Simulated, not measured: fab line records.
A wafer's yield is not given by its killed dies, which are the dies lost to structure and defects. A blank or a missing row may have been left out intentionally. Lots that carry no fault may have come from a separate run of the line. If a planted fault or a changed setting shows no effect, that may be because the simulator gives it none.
fab line records | flow nandHarc
record lots=12 wafers=36 lastDay=33
route steps=1302 shown A_STAIRCASE@653 END@1302
lots that met no fault: from a run of the same line without faults
startH: the number of hours between the record's first day and the start of the first shown wafer of the lot | waitH: hours elapsed since this lot's preceding step | " as in the row above | L1.1+2: a row that stands for several wafers | - no value, or no start given | * or withheld: withheld | < > ~ a bound
route shown NAME@n: NAME is a module with steps in the file, n the number in the route of the first one | usual: mean/standard deviation taken from wafers without a fault | same: alike in all rows | chamber/n: place in a boat | sites: the reading at each site | _std_site: how widely they spread, as a standard deviation | _edge_site: outer sites' mean less inner sites' | radiusMm: how far each site lies from the wafer's centre | mask NAME#n: copy n | behind: the most recent tool/chamber to have shaped the wafer | hold: why the lot went on hold/how many hours it stayed there/how the hold came to an end | device: the n, p or np transistor that did not switch | end of line: tests run on the same wafers once the route is complete | step lacking rows: just its recipe | killed: the dies lost at the first sort to structure and to defects; this is not the yield of the wafer | map: a wafer's dies, marking killed ones x, the rest . and places with no die _
set.NAME: the setting that was run; set.NAME@STEP: the one run at that earlier step | model.NAME: the simulator's own value behind a step, which no gauge read
a sample of lots followed through the steps of the route, with each step as a table and each wafer as a row
services: from which hour (startH, from the record's first day; less than 0 if before it) a tool's chamber was out of use, for how many hours, and why
## steps
# step NHARC_A_STAIRCASE_STRIP_171
# recipe powerW=1500 tempC=250 chemistry=O2
# usual drypumpMotorCurrentA=5.72/0.26 heaterPowerW=336/15
# columns lot.wafer tool chamber startH waitH drypumpMotorCurrentA heaterPowerW rfHoursCounterH
L839.3 plasmaAsher-02 1 349.82 - 5.96 307 -
L839.4 " 0 " " 5.39 326 -
L839.6 " 0 " " 5.38 340 -
L841.2 plasmaAsher-02 0 372.46 - 5.39 335 26
L841.4 " 0 " " 5.39 344 -
L841.5 " 0 " " 5.40 343 -
L842.1 plasmaAsher-01 0 381.82 - 5.52 353 5
L842.6 " 1 " " 5.98 332 -
L842.5 " 0 " " 5.51 353 -
L844.2 plasmaAsher-02 1 400.00 - 5.98 318 31
L844.4 " 1 " " 5.98 310 -
L844.6 " 0 " " 5.40 342 -
L850.3 plasmaAsher-02 0 454.69 - 5.41 325 -
L850.4 " 1 " " 5.98 325 -
L850.6 " 0 " " 5.44 330 -
L855.1 plasmaAsher-01 0 516.05 - 5.52 362 34
L855.5 " 1 " " 6.01 331 -
L855.6 " 0 " " 5.52 358 -
L856.2 plasmaAsher-02 1 516.20 - 5.96 320 14
L856.4 " 0 " " 5.42 338 -
L856.6 " 0 " " 5.42 326 -
L857.2 plasmaAsher-02 0 537.64 - 5.43 328 22
L857.3 " 0 " " 5.43 327 -
L857.5 " 1 " " 5.98 320 -
L859.2 plasmaAsher-02 1 549.52 - 5.98 322 24
L859.6 " 0 " " 5.40 325 -
L859.5 " 1 " " 5.99 324 -
L860.3 plasmaAsher-02 0 562.78 - 5.40 336 -
L860.6 " 1 " " 5.97 322 -
L860.5 " 0 " " 5.42 325 -
L861.4 plasmaAsher-01 1 571.10 - 5.97 342 -
L861.5 " 1 " " 5.99 350 -
L861.6 " 0 " " 5.48 328 -
L862.3 plasmaAsher-02 1 577.07 - 6.00 328 -
L862.5 " 1 " " 5.99 322 -
L862.6 " 0 " " 5.40 336 -
# step NHARC_A_STAIRCASE_TRIM_18
# recipe timeS=211.2 o2FlowSccm=500 arFlowSccm=0 biasW=0 chemistry=O2
# usual drypumpMotorCurrentA=5.7/0.46 oesProductAu=1.000/0.012 rfVppV=57.8/0.88 showerheadPlenumPTorr=3.53/0.11 throttleValvePct=17.038/0.0087
# columns lot.wafer tool chamber startH waitH drypumpMotorCurrentA oesProductAu rfHoursCounterH rfVppV showerheadPlenumPTorr throttleValvePct
L839.3 rieDiel-03 0 351.90 - 5.3 1.027 8 56.8 3.45 17.043
L839.4 " 1 " " 6.1 1.005 20 59.2 3.49 17.030
L839.6 " 0 " " 5.3 1.014 - 58.2 3.45 17.048
L841.2 rieDiel-09 2 374.58 - 5.5 0.982 18 58.7 3.61 17.027
L841.4 " 3 " " 6.6 0.982 18 56.7 3.54 17.026
L841.5 " 3 " " 6.6 0.995 - 57.6 3.54 17.038
L842.1 rieDiel-09 1 384.08 - 5.7 0.986 19 59.8 3.50 17.029
L842.6 " 0 " " 5.8 0.986 - 57.4 3.48 17.053
L842.5 " 1 " " 5.7 0.998 - 58.3 3.50 17.029
L844.2 rieDiel-03 0 402.31 - 5.3 1.009 25 55.4 3.44 17.035
L844.4 " 1 " " 6.1 0.997 36 56.7 3.48 17.036
L844.6 " 0 " " 5.3 1.015 - 58.0 3.44 17.039
L850.3 rieDiel-03 0 456.82 - 5.3 1.236 46 56.4 3.43 17.041
L850.4 " 1 " " 6.1 1.013 58 59.1 3.47 17.038
L850.6 " 3 " " 5.7 1.009 - 59.6 3.78 17.034
L855.1 rieDiel-08 1 518.34 - 5.6 1.003 46 57.1 3.72 17.029
L855.6 " 3 " " 5.0 1.018 - 57.3 3.57 17.047
L855.5 " 0 " " 5.6 1.012 - 57.6 3.56 17.038
L856.2 rieDiel-09 0 518.68 - 5.8 1.003 3 57.6 3.46 17.040
L856.4 " 1 " " 5.7 0.989 2 57.6 3.48 17.040
L856.6 " 3 " " 6.6 0.999 - 56.9 3.52 17.040
L857.3 rieDiel-09 3 539.98 - 6.6 1.016 13 56.9 3.51 17.049
L857.2 " 2 " " 5.5 1.009 14 58.1 3.58 17.037
L857.5 " 3 " " 6.6 0.998 - 58.6 3.51 17.064
L859.2 rieDiel-09 2 551.86 - 5.5 0.989 21 57.3 3.58 17.031
L859.6 " 0 " " 5.8 1.003 - 57.4 3.45 17.041
L859.5 " 1 " " 5.7 0.995 - 57.8 3.47 17.023
L860.3 rieDiel-08 0 564.98 - 5.6 1.008 3 60.2 3.56 17.052
L860.6 " 1 " " 5.6 1.002 - 57.8 3.72 17.037
L860.5 " 2 " " 5.7 1.004 - 56.2 3.34 17.024
L861.4 rieDiel-03 3 573.53 - 5.7 1.025 37 58.4 3.75 17.033
L861.5 " 0 " " 5.3 1.024 - 57.2 3.41 17.048
L861.6 " 1 " " 6.1 0.987 - 57.1 3.45 17.048
L862.3 rieDiel-09 2 579.29 - 5.4 0.998 28 58.9 3.57 17.033
L862.5 " 0 " " 5.7 0.991 - 57.6 3.45 17.041
L862.6 " 1 " " 5.7 0.989 - 58.9 3.47 17.034
# step NHARC_A_STAIRCASE_ETCH_21
# recipe targetDepthA=1000 timeS=40.5 ionEnergyEv=400 c4f8FlowSccm=20 o2FlowSccm=10 arFlowSccm=withheld rfW=600 biasW=1000 chemistry=C4F8/O2
# usual oesProductAu=0.950/0.018 rfFwdPowerW=592.0/3 rfVppV=896/4.2
# columns lot.wafer tool chamber startH waitH oesProductAu rfFwdPowerW rfHoursCounterH rfVppV
L839.3 rieDiel-03 0 - - 0.961 593.9 8 893
L839.4 " 2 " " 0.962 596.4 20 895
L839.6 " 3 " " 0.954 591.7 - 906
L841.2 rieDiel-09 0 - - 0.913 592.3 18 893
L841.4 " 1 " " 0.930 594.5 18 895
L841.5 " 3 " " 0.928 588.5 - 895
L842.1 rieDiel-08 1 - - 0.969 589.4 4 903
L842.6 " 0 " " 0.966 589.6 - 898
L842.5 " 1 " " 0.963 593.7 - 903
L844.4 rieDiel-09 3 - - 0.943 586.3 27 896
L844.2 " 1 " " 0.950 597.7 24 894
L844.6 " 3 " " 0.941 588.0 - 897
L850.3 rieDiel-03 0 - - 0.950 593.9 46 894
L850.4 " 2 " " 0.958 592.4 48 893
L850.6 " 0 " " 0.960 596.1 - 893
L855.1 rieDiel-08 2 - - 0.927 592.6 47 890
L855.6 " 3 " " 0.954 588.5 - 897
L855.5 " 0 " " 0.950 594.3 - 898
L856.4 rieDiel-09 3 - - 0.929 587.5 3 895
L856.2 " 0 " " 0.953 592.0 3 893
L856.6 " 0 " " 0.955 593.0 - 894
L857.2 rieDiel-08 0 - - 0.960 585.8 53 898
L857.3 " 3 " " 0.973 591.4 55 898
L857.5 " 0 " " 0.956 591.1 - 896
L859.2 rieDiel-09 3 - - 0.951 587.8 20 895
L859.6 " 1 " " 0.937 592.0 - 895
L859.5 " 2 " " 0.942 592.5 - 898
L860.3 rieDiel-08 0 - - 0.965 593.2 3 897
L860.5 " 1 " " 0.939 591.6 - 901
L860.6 " 2 " " 0.935 591.5 - 889
L861.4 rieDiel-03 0 - - 0.972 592.4 32 892
L861.6 " 1 " " 0.946 595.3 - 894
L861.5 " 2 " " 0.941 596.1 - 890
L862.3 rieDiel-03 3 - - 0.985 588.2 38 905
L862.6 " 3 " " 0.992 589.9 - 904
L862.5 " 0 " " 1.003 589.0 - 891
# step NHARC_A_STAIRCASE_ETCH_27
# recipe targetDepthA=1000 timeS=40.5 ionEnergyEv=400 c4f8FlowSccm=20 o2FlowSccm=10 arFlowSccm=withheld rfW=600 biasW=1000 chemistry=C4F8/O2
# usual oesProductAu=0.942/0.014 rfFwdPowerW=592/3 rfVppV=896/4.2
# columns lot.wafer tool chamber startH waitH oesProductAu rfFwdPowerW rfHoursCounterH rfVppV
L839.4 rieDiel-03 1 - - 0.956 596 20 896
L839.3 " 2 " " 0.956 597 20 895
L839.6 " 3 " " 0.957 589 - 905
L841.2 rieDiel-09 2 - - 0.920 588 18 900
L841.4 " 3 " " 0.936 587 18 897
L841.5 " 1 " " 0.925 596 - 895
L842.1 rieDiel-08 1 - - 0.955 592 4 903
L842.6 " 3 " " 0.930 586 - 899
L842.5 " 0 " " 0.952 589 - 899
L844.4 rieDiel-09 3 - - 0.946 591 28 895
L844.2 " 0 " " 0.939 593 25 894
L844.6 " 1 " " 0.942 593 - 896
L850.3 rieDiel-03 3 - - 0.946 588 57 904
L850.4 " 0 " " 0.952 595 46 893
L850.6 " 2 " " 0.952 596 - 893
L855.1 rieDiel-08 1 - - 0.930 590 46 903
L855.5 " 2 " " 0.925 592 - 888
L855.6 " 3 " " 0.945 592 - 897
L856.2 rieDiel-09 1 - - 0.937 596 3 894
L856.6 " 1 " " 0.937 595 - 895
L856.4 " 3 " " 0.946 589 - 895
L857.3 rieDiel-08 1 - - 0.937 594 52 903
L857.2 " 0 " " 0.961 591 53 896
L857.5 " 2 " " 0.932 595 - 890
L859.2 rieDiel-09 0 - - 0.937 594 15 893
L859.5 " 2 " " 0.947 591 - 896
L859.6 " 3 " " 0.942 589 - 896
L860.3 rieDiel-08 3 - - 0.932 591 3 898
L860.5 " 3 " " 0.926 590 - 897
L860.6 " 0 " " 0.956 591 - 897
L861.4 rieDiel-03 3 - - 0.978 592 37 904
L861.5 " 0 " " 0.971 596 - 891
L861.6 " 1 " " 0.935 597 - 892
L862.3 rieDiel-03 3 - - 0.959 592 38 903
L862.6 " 2 " " 0.947 597 - 892
L862.5 " 3 " " 0.967 590 - 904
# step NHARC_END_SORT_01
# recipe tempC=25
# usual killedAtArray=49/18 killedAtOther=0.7/1.1 killedAtPeriphery=4.0/2.6 killedDies=54/19 killedOpen=3.4/1.7 killedShort=2.5/1.7
# same grossDies=677
# columns lot.wafer tool chamber startH waitH killedAtArray killedAtOther killedAtPeriphery killedDies killedOpen killedShort
L850.3 prober-01 0 660.26 3.1 659 0 6 665 2 0
L850.4 prober-01 0 661.06 3.4 90 0 4 94 4 2
L850.6 prober-01 0 662.66 4.0 66 1 6 73 4 1
# killed by level:class
L850.3 A_STAIRCASE:areaTrim=595 A_SLIT:chamberFilmFlake=27 A_CHANNEL_HOLE_D1:chamberFilmFlake=16 A_CHANNEL_HOLE_D2:chamberFilmFlake=9 P_GATE:chamberFilmFlake=5 A_CONTACT:chamberFilmFlake=5 A_M0:chamberFilmFlake=3 P_CONTACT:geometricParticle:open=1
L850.4 A_CHANNEL_HOLE_D1:chamberFilmFlake=37 A_SLIT:chamberFilmFlake=21 A_CHANNEL_HOLE_D2:chamberFilmFlake=8 A_ZERO_WELL:chamberFilmFlake=4 A_M0:chamberFilmFlake=4 A_CONTACT:chamberFilmFlake=4 A_STAIRCASE:chamberFilmFlake=3 A_CHANNEL_FILL_D2:chamberFilmFlake=2
L850.6 A_SLIT:chamberFilmFlake=26 A_CHANNEL_HOLE_D1:chamberFilmFlake=15 A_CHANNEL_HOLE_D2:chamberFilmFlake=8 A_CONTACT:chamberFilmFlake=7 P_GATE:chamberFilmFlake=3 A_CHANNEL_FILL_D2:chamberFilmFlake=3 A_ZERO_WELL:chamberFilmFlake=2 P_GATE:geometricParticle:open=1
## services
# columns tool chamber startH hours kind
rieDiel-09 0 331.47 - clean
rieDiel-09 1 331.47 - clean
rieDiel-09 1 331.47 - consumableReplace:focusRing
rieDiel-09 2 331.47 - clean
rieDiel-09 2 331.47 - consumableReplace:focusRing
rieDiel-09 3 331.47 - clean
plasmaAsher-01 - 342.05 9.0 pm
rieDiel-08 3 349.43 7.0 repair
rieDiel-09 0 355.97 - clean
rieDiel-09 1 355.97 - clean
rieDiel-09 2 355.97 - clean
rieDiel-09 3 355.97 - clean
rieDiel-08 - 368.21 9.0 pm
rieDiel-09 0 380.47 - clean
rieDiel-08 0 390.98 3.2 repair
plasmaAsher-02 - 426.00 9.0 pm
rieDiel-03 2 432.20 15.3 repair
rieDiel-08 - 444.42 3.7 repair
rieDiel-03 - 458.56 9.0 pm
plasmaAsher-02 - 489.32 10.3 repair
rieDiel-09 - 499.68 9.0 pm
plasmaAsher-01 - 519.05 9.0 pm
rieDiel-08 1 542.38 3.7 repair
rieDiel-08 - 545.21 9.0 pm
## key
firstSign step=NHARC_A_STAIRCASE_TRIM_18 reading=oesProductAu direction=up sigmas=19 usual=1.000 struck=1.236
effect step=NHARC_END_SORT_01 reading=killedAtArray direction=up sigmas=33 usual=49 struck=659
moreKillsBornAt NHARC_A_STAIRCASE_TRIM_18@rieDiel-03=595
metAt NHARC_A_STAIRCASE_TRIM_18
struckLots L850
struckWafers L850.3
laterRowsLeftOut L850.3
testerLeftOut L850
notActingAt NHARC_A_STAIRCASE_STRIP_171,NHARC_A_STAIRCASE_ETCH_21,NHARC_A_STAIRCASE_ETCH_27
onsetBetween 402.31 456.82
fault kind=processParameterDrift tool=rieDiel-03 chamber=0 onsetH=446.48 steps=NHARC_A_STAIRCASE_TRIM_18 channel=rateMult offset=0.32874 shape=step endH=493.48
# testerLeftOut: of these lots the tester's yield and bins aren't shown, on N5 and GAA mostly nor the transistor test; their killed dies are dies lost to structure and defects alone, not to doping, threshold or leakage, so they don't give the yield
# laterRowsLeftOut: the simulator's readings of these wafers behind a module that went badly wrong aren't trusted and aren't shown, but for the sort
